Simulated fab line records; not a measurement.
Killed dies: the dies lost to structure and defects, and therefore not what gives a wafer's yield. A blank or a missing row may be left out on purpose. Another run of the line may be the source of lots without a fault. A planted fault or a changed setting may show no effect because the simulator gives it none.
Split-lot experiment    flow n5_finfet    on a route of 1938 steps: 7 lots, 21 wafers read

## SPLIT DETAILS
At N5_BEOL_M5_ETCH_72 (etches underlayer in N2/H2, target depth 6.5 nm, time 5.2 s), the setting bias_w was moved away from the recipe's 150 W on 7 of the 21 wafers read, by -12.1% to +16.3%. The other wafers ran this setting at the recipe's value.

The reading comes from the split's own step.

## THE READING
rf_vpp_V, in V, at N5_BEOL_M5_ETCH_72 (etches underlayer in N2/H2, target depth 6.5 nm, time 5.2 s). A value of 523.9 V with a standard deviation of 2.1 V is what fault-free wafers of this fab line usually give.

wafer   tool, chamber at the split  bias_w as run, W  against the recipe  rf_vpp_V, V  against lot-mates on the recipe
L075.1  rie_diel-05, 1              150               recipe              521.5        -
L075.5  rie_diel-05, 1              150               recipe              523.4        -
L075.6  rie_diel-05, 2              160.9             +7.3%               545.2        +22.8
L083.2  rie_diel-06, 2              150               recipe              524.3        -
L083.5  rie_diel-06, 0              150               recipe              520.8        -
L083.6  rie_diel-06, 3              150               recipe              522.8        -
L086.2  rie_diel-06, 0              141.8             -5.5%               504.6        -18.6
L086.3  rie_diel-06, 1              141.8             -5.5%               508.6        -14.6
L086.4  rie_diel-06, 3              150               recipe              523.2        -
L087.1  rie_diel-05, 0              150               recipe              524.5        -
L087.4  rie_diel-05, 2              131.9             -12.1%              484.2        -39.5
L087.6  rie_diel-05, 2              150               recipe              522.9        -
L090.1  rie_diel-05, 3              150               recipe              524.9        -
L090.4  rie_diel-05, 3              150               recipe              521.9        -
L090.5  rie_diel-05, 1              174.4             +16.3%              574.2        +50.8
L091.2  rie_diel-06, 0              150               recipe              524.8        -
L091.4  rie_diel-06, 3              150               recipe              521.6        -
L091.6  rie_diel-06, 3              150               recipe              522.8        -
L095.1  rie_diel-06, 0              143.1             -4.6%               510.1        -12.2
L095.2  rie_diel-06, 1              143.1             -4.6%               513.5        -8.8
L095.3  rie_diel-06, 3              150               recipe              522.3        -

THE FIT
A straight line over all 21 wafers: rf_vpp_V changes by +3.09 V for each +1% of bias_w; r = +0.99; the points scatter about the line by 1.7 V.
The same after taking each lot's own level away (the mean of its wafers on the recipe; 21 wafers): +3.1 V for each +1%; r = +0.99; scatter 1.8 V.
According to that fit, moving bias_w by its largest amount changes the reading by 50 V.
Measured against the standard deviation above, the lots' own levels, which go from 522.30 to 523.70 V, span 0.7 times it.
So the lot-to-lot level changes the slope little: the two slopes agree.
Check: with one of the wafers moved furthest among these (+16.3%) left out of the fit, the line predicts +50.5 V for it against its lot-mates. It came out at +50.8 V against them.
Tool readings at the split's step, against how far the setting was moved: rf_vpp_V r = +0.99.

## OTHER SPLITS APPLIED TO THESE WAFERS
Note: prior to the reading, these wafers also went through further splits. Each is held against what the fit with the lots' levels taken away leaves over:
other split on the same wafers             wafers away from the commonest value  r with rf_vpp_V (lot level and that fit taken away)
N5_BEOL_M0_SAQP_SPACER1_ALD_98 ald_cycles  8                                     +0.30
N5_BEOL_M1_COAT_61 spin_rpm                10                                    +0.18
N5_BEOL_M1_COAT_05 spin_rpm                12                                    -0.26
N5_BEOL_M2_ETCH_70 time_s                  8                                     -0.28
N5_BEOL_M2_TRENCH_ETCH_37 bias_w           10                                    +0.08
N5_BEOL_M3_ALD_98 ald_cycles               8                                     -0.26
N5_BEOL_M5_COAT_05 spin_rpm                6                                     -0.32

## THE FILE'S OWN FIT
rf_vpp_V changes by +3.13 V for each +1% of bias_w, r = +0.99.
